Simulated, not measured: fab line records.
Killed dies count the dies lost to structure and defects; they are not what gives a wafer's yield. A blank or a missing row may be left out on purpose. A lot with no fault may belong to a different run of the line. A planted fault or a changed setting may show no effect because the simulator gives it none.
fab line records / flow n5-finfet
record lots=6 wafers=18 last-day=18
route steps=1938 shown DUMMY_REMOVAL@384 HKMG_FIN@385
lots that met no fault: taken from a fault-free run of the same line
start-h: the number of hours between the record's first day and the start of the first shown wafer of the lot / wait-h: how many hours have passed since the lot's step before this one / " the same as in the row above / L1.1+2: a single row standing in for several wafers / - no value, or no start was given / * or withheld: withheld / < > ~ a bound
route shown NAME@n: NAME is a module with steps in the file, n the number in the route of the first one / usual: mean/standard deviation of fault-free wafers / same: alike in all rows / chamber/n: place in a boat / sites: each site's reading / _std_site: how widely they spread, as a standard deviation / _edge_site: inner sites' mean taken away from outer sites' mean / radius-mm: how far each site lies from the wafer's centre / mask NAME#n: copy n / behind: the last tool/chamber to shape the wafer / hold: cause of the lot's hold/its duration in hours/its outcome / device: the n, p or np transistor that did not switch / end of line: the same wafers' tests at the end of the route / a step given without rows: its recipe and nothing more / killed: count of dies lost to structure and defects at first sort (not the wafer's yield) / map: a wafer's dies, x killed, . not, _ none there
set.NAME: setting as actually run; set.NAME@STEP: the setting as run at that earlier step / model.NAME: the simulator's own value behind a step, which no gauge read
lots at some steps of the route; a table a step, a row a wafer
services: the hour from which a tool's chamber was out of use, counted from the record's first day as start-h (under 0 if before that day), plus the number of hours and why
## steps
# step N5_DUMMY_REMOVAL_SRD_05
# recipe dry=ipa-marangoni do-ppb=5 time-s=30 temp-c=23 rinse-liquid=diw
# step N5_HKMG_FIN_IL_REGROW_00
# recipe material=SiO2 target-thk-a=7.5 chemistry=O3 temp-c=withheld time-s=30
# step N5_HKMG_FIN_HK_ALD_01
# recipe material=HfO2 target-thk-a=16 temp-c=withheld ald-precursor-family=HfCl4 ald-co-reactant=H2O pulse-time-s=3 purge-time-s=3 co-reactant-purge-time-s=2.5 co-reactant-pulse-time-s=0.3 ald-cycles=30
# usual precursor-pulse-height-rel=0.998/0.02
lot.wafer=L493.2 tool=ald-hk-01 chamber=0 start-h=96.19 wait-h=0.0 precursor-pulse-height-rel=0.987
lot.wafer=L493.3 tool=ald-hk-01 chamber=3 start-h=96.19 wait-h=0.0 precursor-pulse-height-rel=0.998
lot.wafer=L493.5 tool=ald-hk-01 chamber=1 start-h=96.19 wait-h=0.0 precursor-pulse-height-rel=1.030
lot.wafer=L502.1 tool=ald-hk-01 chamber=1 start-h=148.61 wait-h=0.0 precursor-pulse-height-rel=1.013
lot.wafer=L502.2 tool=ald-hk-01 chamber=0 start-h=148.61 wait-h=0.0 precursor-pulse-height-rel=0.998
lot.wafer=L502.6 tool=ald-hk-01 chamber=3 start-h=148.61 wait-h=0.0 precursor-pulse-height-rel=1.004
lot.wafer=L503.3 tool=ald-hk-01 chamber=2 start-h=151.85 wait-h=0.0 precursor-pulse-height-rel=0.998
lot.wafer=L503.4 tool=ald-hk-01 chamber=1 start-h=151.85 wait-h=0.0 precursor-pulse-height-rel=1.013
lot.wafer=L503.6 tool=ald-hk-01 chamber=1 start-h=151.85 wait-h=0.0 precursor-pulse-height-rel=1.026
lot.wafer=L506.3 tool=ald-hk-03 chamber=1 start-h=171.13 wait-h=0.1 precursor-pulse-height-rel=1.016
lot.wafer=L506.5 tool=ald-hk-03 chamber=0 start-h=171.13 wait-h=0.1 precursor-pulse-height-rel=0.995
lot.wafer=L506.6 tool=ald-hk-03 chamber=1 start-h=171.13 wait-h=0.1 precursor-pulse-height-rel=1.032
lot.wafer=L507.1 tool=ald-hk-02 chamber=2 start-h=178.40 wait-h=0.0 precursor-pulse-height-rel=1.031
lot.wafer=L507.4 tool=ald-hk-02 chamber=1 start-h=178.40 wait-h=0.0 precursor-pulse-height-rel=1.013
lot.wafer=L507.6 tool=ald-hk-02 chamber=3 start-h=178.40 wait-h=0.0 precursor-pulse-height-rel=1.016
lot.wafer=L509.1 tool=ald-hk-03 chamber=3 start-h=191.56 wait-h=0.0 precursor-pulse-height-rel=0.981
lot.wafer=L509.2 tool=ald-hk-03 chamber=2 start-h=191.56 wait-h=0.0 precursor-pulse-height-rel=1.025
lot.wafer=L509.6 tool=ald-hk-03 chamber=1 start-h=191.56 wait-h=0.0 precursor-pulse-height-rel=0.982
# step N5_HKMG_FIN_HK_ANNEAL_02
# recipe temp-c=700 time-s=30 ambient=N2 idle-temp-c=600 ramp-up-c-per-s=150 ramp-down-c-per-s=60 cool-to-c=600
# usual lamp-power-pct=8.80/0.054 lamp_zone_3_pct=8.798/0.0095 wafer_temp_C_max=702.9/0.66
lot.wafer=L493.2 tool=rtp-anneal-01 chamber=0 start-h=96.50 wait-h=0.2 lamp-power-pct=8.83 lamp_zone_3_pct=8.808 wafer_temp_C_max=702.1
lot.wafer=L493.3 tool=rtp-anneal-01 chamber=0 start-h=96.50 wait-h=0.2 lamp-power-pct=8.85 lamp_zone_3_pct=8.807 wafer_temp_C_max=702.9
lot.wafer=L493.5 tool=rtp-anneal-01 chamber=0 start-h=96.50 wait-h=0.2 lamp-power-pct=8.75 lamp_zone_3_pct=8.804 wafer_temp_C_max=703.2
lot.wafer=L502.1 tool=rtp-anneal-01 chamber=0 start-h=148.85 wait-h=0.2 lamp-power-pct=8.82 lamp_zone_3_pct=8.806 wafer_temp_C_max=701.8
lot.wafer=L502.2 tool=rtp-anneal-01 chamber=0 start-h=148.85 wait-h=0.2 lamp-power-pct=8.95 lamp_zone_3_pct=8.798 wafer_temp_C_max=703.5
lot.wafer=L502.6 tool=rtp-anneal-01 chamber=0 start-h=148.85 wait-h=0.2 lamp-power-pct=8.90 lamp_zone_3_pct=8.819 wafer_temp_C_max=703.7
lot.wafer=L503.3 tool=rtp-anneal-02 chamber=0 start-h=152.10 wait-h=0.2 lamp-power-pct=8.72 lamp_zone_3_pct=8.800 wafer_temp_C_max=703.1
lot.wafer=L503.4 tool=rtp-anneal-02 chamber=0 start-h=152.10 wait-h=0.2 lamp-power-pct=8.79 lamp_zone_3_pct=8.810 wafer_temp_C_max=702.0
lot.wafer=L503.6 tool=rtp-anneal-02 chamber=0 start-h=152.10 wait-h=0.2 lamp-power-pct=8.68 lamp_zone_3_pct=8.799 wafer_temp_C_max=702.5
lot.wafer=L506.3 tool=rtp-anneal-01 chamber=0 start-h=171.52 wait-h=0.2 lamp-power-pct=8.88 lamp_zone_3_pct=8.795 wafer_temp_C_max=702.0
lot.wafer=L506.5 tool=rtp-anneal-01 chamber=0 start-h=171.52 wait-h=0.2 lamp-power-pct=8.91 lamp_zone_3_pct=8.804 wafer_temp_C_max=702.5
lot.wafer=L506.6 tool=rtp-anneal-01 chamber=0 start-h=171.52 wait-h=0.2 lamp-power-pct=8.88 lamp_zone_3_pct=8.796 wafer_temp_C_max=702.6
lot.wafer=L507.1 tool=rtp-anneal-01 chamber=0 start-h=178.60 wait-h=0.1 lamp-power-pct=8.73 lamp_zone_3_pct=8.784 wafer_temp_C_max=702.7
lot.wafer=L507.4 tool=rtp-anneal-01 chamber=0 start-h=178.60 wait-h=0.1 lamp-power-pct=8.83 lamp_zone_3_pct=8.788 wafer_temp_C_max=703.2
lot.wafer=L507.6 tool=rtp-anneal-01 chamber=0 start-h=178.60 wait-h=0.1 lamp-power-pct=8.82 lamp_zone_3_pct=8.808 wafer_temp_C_max=702.2
lot.wafer=L509.1 tool=rtp-anneal-01 chamber=0 start-h=191.75 wait-h=0.1 lamp-power-pct=8.90 lamp_zone_3_pct=8.791 wafer_temp_C_max=704.0
lot.wafer=L509.2 tool=rtp-anneal-01 chamber=0 start-h=191.75 wait-h=0.1 lamp-power-pct=8.86 lamp_zone_3_pct=8.802 wafer_temp_C_max=703.2
lot.wafer=L509.6 tool=rtp-anneal-01 chamber=0 start-h=191.75 wait-h=0.1 lamp-power-pct=8.80 lamp_zone_3_pct=8.796 wafer_temp_C_max=702.8
# step N5_HKMG_FIN_ALD_74
# recipe material=La2O3 target-thk-a=5 temp-c=250 ald-precursor-family=La-Cp ald-co-reactant=O3 pulse-time-s=6 co-reactant-pulse-time-s=1 purge-time-s=3 co-reactant-purge-time-s=3
# usual heater-power-w=355/26 precursor-pulse-height-rel=1.000/0.019 susceptor-temp-C=250.04/0.17
lot.wafer=L493.2 tool=ald-hk-02 chamber=2 start-h=96.69 wait-h=0.2 heater-power-w=373 precursor-pulse-height-rel=1.016 susceptor-temp-C=250.05
lot.wafer=L493.3 tool=ald-hk-02 chamber=3 start-h=96.69 wait-h=0.2 heater-power-w=319 precursor-pulse-height-rel=0.977 susceptor-temp-C=249.79
lot.wafer=L493.5 tool=ald-hk-02 chamber=0 start-h=96.69 wait-h=0.2 heater-power-w=342 precursor-pulse-height-rel=0.997 susceptor-temp-C=250.13
lot.wafer=L502.1 tool=ald-hk-02 chamber=3 start-h=149.07 wait-h=0.2 heater-power-w=310 precursor-pulse-height-rel=1.027 susceptor-temp-C=249.94
lot.wafer=L502.2 tool=ald-hk-02 chamber=1 start-h=149.07 wait-h=0.2 heater-power-w=404 precursor-pulse-height-rel=0.982 susceptor-temp-C=250.26
lot.wafer=L502.6 tool=ald-hk-02 chamber=1 start-h=149.07 wait-h=0.2 heater-power-w=413 precursor-pulse-height-rel=0.966 susceptor-temp-C=250.19
lot.wafer=L503.3 tool=ald-hk-02 chamber=1 start-h=152.25 wait-h=0.1 heater-power-w=407 precursor-pulse-height-rel=0.980 susceptor-temp-C=250.10
lot.wafer=L503.4 tool=ald-hk-02 chamber=2 start-h=152.25 wait-h=0.1 heater-power-w=379 precursor-pulse-height-rel=0.993 susceptor-temp-C=250.16
lot.wafer=L503.6 tool=ald-hk-02 chamber=2 start-h=152.25 wait-h=0.1 heater-power-w=375 precursor-pulse-height-rel=1.009 susceptor-temp-C=249.96
lot.wafer=L506.3 tool=ald-hk-02 chamber=1 start-h=171.68 wait-h=0.1 heater-power-w=416 precursor-pulse-height-rel=1.001 susceptor-temp-C=249.80
lot.wafer=L506.5 tool=ald-hk-02 chamber=3 start-h=171.68 wait-h=0.1 heater-power-w=319 precursor-pulse-height-rel=1.023 susceptor-temp-C=249.99
lot.wafer=L506.6 tool=ald-hk-02 chamber=2 start-h=171.68 wait-h=0.1 heater-power-w=374 precursor-pulse-height-rel=0.998 susceptor-temp-C=250.13
lot.wafer=L507.1 tool=ald-hk-01 chamber=2 start-h=178.83 wait-h=0.2 heater-power-w=335 precursor-pulse-height-rel=1.028 susceptor-temp-C=250.10
lot.wafer=L507.4 tool=ald-hk-01 chamber=1 start-h=178.83 wait-h=0.2 heater-power-w=351 precursor-pulse-height-rel=1.000 susceptor-temp-C=250.18
lot.wafer=L507.6 tool=ald-hk-01 chamber=3 start-h=178.83 wait-h=0.2 heater-power-w=346 precursor-pulse-height-rel=0.989 susceptor-temp-C=250.04
lot.wafer=L509.1 tool=ald-hk-03 chamber=3 start-h=191.97 wait-h=0.2 heater-power-w=393 precursor-pulse-height-rel=0.989 susceptor-temp-C=250.34
lot.wafer=L509.2 tool=ald-hk-03 chamber=0 start-h=191.97 wait-h=0.2 heater-power-w=333 precursor-pulse-height-rel=0.983 susceptor-temp-C=250.01
lot.wafer=L509.6 tool=ald-hk-03 chamber=2 start-h=191.97 wait-h=0.2 heater-power-w=377 precursor-pulse-height-rel=0.973 susceptor-temp-C=249.83
# step N5_HKMG_FIN_ALD_75
# recipe material=Al2O3 target-thk-a=10 temp-c=150 ald-precursor-family=TMA ald-co-reactant=H2O pulse-time-s=withheld co-reactant-pulse-time-s=1
# usual heater-power-w=153/12 precursor-pulse-height-rel=1.002/0.018 susceptor-temp-C=150.02/0.15
lot.wafer=L493.2 tool=ald-hk-02 chamber=2 start-h=96.76 wait-h=0.0 heater-power-w=165 precursor-pulse-height-rel=1.026 susceptor-temp-C=149.91
lot.wafer=L493.3 tool=ald-hk-02 chamber=3 start-h=96.76 wait-h=0.0 heater-power-w=135 precursor-pulse-height-rel=0.956 susceptor-temp-C=150.21
lot.wafer=L493.5 tool=ald-hk-02 chamber=0 start-h=96.76 wait-h=0.0 heater-power-w=144 precursor-pulse-height-rel=0.991 susceptor-temp-C=150.23
lot.wafer=L502.1 tool=ald-hk-02 chamber=3 start-h=149.15 wait-h=0.0 heater-power-w=135 precursor-pulse-height-rel=0.970 susceptor-temp-C=150.13
lot.wafer=L502.2 tool=ald-hk-02 chamber=1 start-h=149.15 wait-h=0.0 heater-power-w=179 precursor-pulse-height-rel=0.998 susceptor-temp-C=150.14
lot.wafer=L502.6 tool=ald-hk-02 chamber=1 start-h=149.15 wait-h=0.0 heater-power-w=178 precursor-pulse-height-rel=0.991 susceptor-temp-C=150.08
lot.wafer=L503.3 tool=ald-hk-02 chamber=1 start-h=152.33 wait-h=0.0 heater-power-w=175 precursor-pulse-height-rel=0.998 susceptor-temp-C=150.11
lot.wafer=L503.4 tool=ald-hk-02 chamber=2 start-h=152.33 wait-h=0.0 heater-power-w=165 precursor-pulse-height-rel=1.017 susceptor-temp-C=149.94
lot.wafer=L503.6 tool=ald-hk-02 chamber=2 start-h=152.33 wait-h=0.0 heater-power-w=162 precursor-pulse-height-rel=1.026 susceptor-temp-C=149.95
lot.wafer=L506.3 tool=ald-hk-02 chamber=1 start-h=171.76 wait-h=0.0 heater-power-w=178 precursor-pulse-height-rel=1.024 susceptor-temp-C=149.94
lot.wafer=L506.5 tool=ald-hk-02 chamber=3 start-h=171.76 wait-h=0.0 heater-power-w=134 precursor-pulse-height-rel=0.985 susceptor-temp-C=149.98
lot.wafer=L506.6 tool=ald-hk-02 chamber=2 start-h=171.76 wait-h=0.0 heater-power-w=161 precursor-pulse-height-rel=1.021 susceptor-temp-C=149.90
lot.wafer=L507.1 tool=ald-hk-01 chamber=2 start-h=178.91 wait-h=0.0 heater-power-w=141 precursor-pulse-height-rel=1.006 susceptor-temp-C=150.03
lot.wafer=L507.4 tool=ald-hk-01 chamber=1 start-h=178.91 wait-h=0.0 heater-power-w=151 precursor-pulse-height-rel=1.010 susceptor-temp-C=149.93
lot.wafer=L507.6 tool=ald-hk-01 chamber=3 start-h=178.91 wait-h=0.0 heater-power-w=152 precursor-pulse-height-rel=1.011 susceptor-temp-C=150.03
lot.wafer=L509.1 tool=ald-hk-03 chamber=3 start-h=192.05 wait-h=0.0 heater-power-w=164 precursor-pulse-height-rel=0.990 susceptor-temp-C=150.13
lot.wafer=L509.2 tool=ald-hk-03 chamber=0 start-h=192.05 wait-h=0.0 heater-power-w=144 precursor-pulse-height-rel=1.025 susceptor-temp-C=150.15
lot.wafer=L509.6 tool=ald-hk-03 chamber=2 start-h=192.05 wait-h=0.0 heater-power-w=166 precursor-pulse-height-rel=1.016 susceptor-temp-C=150.08
# step N5_HKMG_FIN_COAT_41
# recipe resist=SOC temp-c=250 time-s=60 spin-rpm=1500 resist-thk-nm=300
# step N5_HKMG_FIN_COAT_42
# recipe resist=SiARC temp-c=220 time-s=60 spin-rpm=1500 resist-thk-nm=35
# step N5_HKMG_FIN_COAT_43
# recipe resist=CAR-ArF spin-rpm=1500 resist-thk-nm=90
# step N5_HKMG_FIN_EBR_45
# recipe solvent=PGMEA ebr-width-mm=1.5
# step N5_HKMG_FIN_SOFTBAKE_44
# recipe temp-c=110 time-s=60 resist=CAR-ArF
# step N5_HKMG_FIN_EXPOSE_46
# recipe mask-id=NDIPOLE na=1.35 source-shape=conventional sigma-outer=0.8 polarization=unpolarized dose-mj=40
# step N5_HKMG_FIN_PEB_47
# recipe peb-temp-c=withheld peb-time-s=60 resist=CAR-ArF
# usual chill-plate-temp-C=22.98/0.12 exhaust-pa=45.1/0.89
lot.wafer=L493.2 tool=litho-track-03 chamber=0 start-h=97.16 wait-h=0.0 chill-plate-temp-C=23.09 exhaust-pa=44.9
lot.wafer=L493.3 tool=litho-track-03 chamber=0 start-h=97.16 wait-h=0.0 chill-plate-temp-C=22.89 exhaust-pa=43.9
lot.wafer=L493.5 tool=litho-track-03 chamber=0 start-h=97.16 wait-h=0.0 chill-plate-temp-C=23.01 exhaust-pa=44.0
lot.wafer=L502.1 tool=litho-track-02 chamber=- start-h=149.54 wait-h=0.1 chill-plate-temp-C=- exhaust-pa=-
lot.wafer=L502.2 tool=litho-track-02 chamber=- start-h=149.54 wait-h=0.1 chill-plate-temp-C=- exhaust-pa=-
lot.wafer=L502.6 tool=litho-track-02 chamber=- start-h=149.54 wait-h=0.1 chill-plate-temp-C=- exhaust-pa=-
lot.wafer=L503.3 tool=litho-track-02 chamber=- start-h=152.60 wait-h=0.0 chill-plate-temp-C=- exhaust-pa=-
lot.wafer=L503.4 tool=litho-track-02 chamber=- start-h=152.60 wait-h=0.0 chill-plate-temp-C=- exhaust-pa=-
lot.wafer=L503.6 tool=litho-track-02 chamber=- start-h=152.60 wait-h=0.0 chill-plate-temp-C=- exhaust-pa=-
lot.wafer=L506.3 tool=litho-track-05 chamber=0 start-h=172.16 wait-h=0.0 chill-plate-temp-C=23.05 exhaust-pa=44.8
lot.wafer=L506.5 tool=litho-track-05 chamber=0 start-h=172.16 wait-h=0.0 chill-plate-temp-C=23.09 exhaust-pa=43.1
lot.wafer=L506.6 tool=litho-track-05 chamber=0 start-h=172.16 wait-h=0.0 chill-plate-temp-C=22.91 exhaust-pa=44.6
lot.wafer=L507.1 tool=litho-track-02 chamber=0 start-h=179.31 wait-h=0.1 chill-plate-temp-C=22.95 exhaust-pa=45.2
lot.wafer=L507.4 tool=litho-track-02 chamber=0 start-h=179.31 wait-h=0.1 chill-plate-temp-C=22.99 exhaust-pa=45.4
lot.wafer=L507.6 tool=litho-track-02 chamber=0 start-h=179.31 wait-h=0.1 chill-plate-temp-C=22.98 exhaust-pa=45.7
lot.wafer=L509.1 tool=litho-track-05 chamber=0 start-h=192.33 wait-h=0.1 chill-plate-temp-C=23.08 exhaust-pa=46.6
lot.wafer=L509.2 tool=litho-track-05 chamber=0 start-h=192.33 wait-h=0.1 chill-plate-temp-C=23.01 exhaust-pa=46.9
lot.wafer=L509.6 tool=litho-track-05 chamber=0 start-h=192.33 wait-h=0.1 chill-plate-temp-C=23.10 exhaust-pa=46.3
# step N5_HKMG_FIN_DEVELOP_48
# recipe develop-time-s=30 developer=TMAH resist=CAR-ArF rinse-liquid=diw dry=air-spin dev-temp-c=23
## services
tool=litho-track-05 chamber=- start-h=172.41 hours=- kind=consumable-replace:filter
tool=ald-hk-03 chamber=- start-h=178.17 hours=0.3 kind=repair
tool=ald-hk-02 chamber=- start-h=187.04 hours=14.6 kind=pm
## key
first-sign step=N5_HKMG_FIN_PEB_47 reading=tool-record direction=missing
effect none on later readings
met-at N5_HKMG_FIN_PEB_47
struck-wafers L502.1,L502.2,L502.6,L503.3,L503.4,L503.6
later-rows-left-out L502.1,L502.2,L502.6,L503.3,L503.4,L503.6
sort-left-out L502.1,L502.2,L502.6,L503.3,L503.4,L503.6
tester-left-out L502,L503
fault kind=skipped-step-whole tool=litho-track-02 chamber=- onset-h=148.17 steps=N5_HKMG_FIN_PEB_47 scope=struck-lots-only
# tester-left-out: of these lots the tester's yield and bins aren't shown, on N5 and GAA mostly nor the transistor test; their killed dies are dies lost to structure and defects alone, not to doping, threshold or leakage, so they don't give the yield
# sort-left-out: the simulated sort isn't trusted on such a fault, so these wafers' sort isn't shown, and their yield isn't known
# later-rows-left-out: the simulator's readings of these wafers behind a module that went badly wrong aren't trusted and aren't shown, but for the sort
